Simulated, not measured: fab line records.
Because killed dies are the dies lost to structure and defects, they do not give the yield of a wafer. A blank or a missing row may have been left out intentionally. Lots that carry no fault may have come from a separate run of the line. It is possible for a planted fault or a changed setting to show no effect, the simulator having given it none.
Chamber matching -- flow nand harc -- NHARC_P_CONTACT_ALD_22 on ald metal-02 has 4 sister chambers
The step deposits TiN, target thk 3 nm, pulse time 1 s, ald cycles 150. 16 wafers are shown with their chamber, then 8 later ones without.

## WAFERS WITH THEIR CHAMBER
wafer,chamber,heater power w (W),precursor pulse height rel
L076.1,0,956,0.980
L076.3,3,1315,0.955
L076.5,3,1279,1.015
L076.2,2,1011,1.021
L076.4,1,1068,1.023
L076.6,0,946,1.008
L080.1,3,1299,1.002
L080.2,1,1083,0.973
L080.5,2,1030,0.951
L080.3,0,937,0.989
L080.4,2,1018,0.989
L080.6,1,1097,0.995
L081.1,0,938,1.007
L081.4,3,1289,0.998
L081.6,1,1054,1.021
L084.2,2,1039,0.965

SIGNATURES (means of the wafers above)
reading,chamber 0,chamber 1,chamber 2,chamber 3,scatter within a chamber
heater power w,944.25,1075.50,1024.50,1295.50,14.3
precursor pulse height rel,0.99600,1.00300,0.98150,0.99250,0.0243
Rule: for each reading, subtract the chamber's mean from the wafer's reading, divide by that reading's scatter and square the result; add these up over the readings and take the root, which gives the wafer's distance from the chamber. The wafer belongs to the nearest chamber; if the next one is less than 2 further off, it can't be placed. The scatter: the root of (the sum of the squares of (reading less its chamber's mean) over the shown wafers, divided by (wafers less chambers)).

## WAFERS WHOSE CHAMBER IS MISSING
wafer,heater power w (W),precursor pulse height rel
L084.3,962,0.979
L084.5,942,1.006
L090.1,1059,1.010
L090.3,1023,0.991
L090.6,1004,0.994
L095.1,988,1.000
L095.2,1040,1.014
L095.3,1310,1.009

## CHAMBER TAKEN BY EACH
wafer,from the rows above,in truth
L084.3,0,0
L084.5,0,0
L090.1,can't be placed: 1 or 2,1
L090.3,2,2
L090.6,2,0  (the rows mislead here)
L095.1,can't be placed: 2 or 0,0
L095.2,can't be placed: 2 or 1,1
L095.3,3,3
Placed correctly: 4 of 8. These rows do not allow placing 3 (true chamber among the candidates in 3). Number placed wrongly: 1.
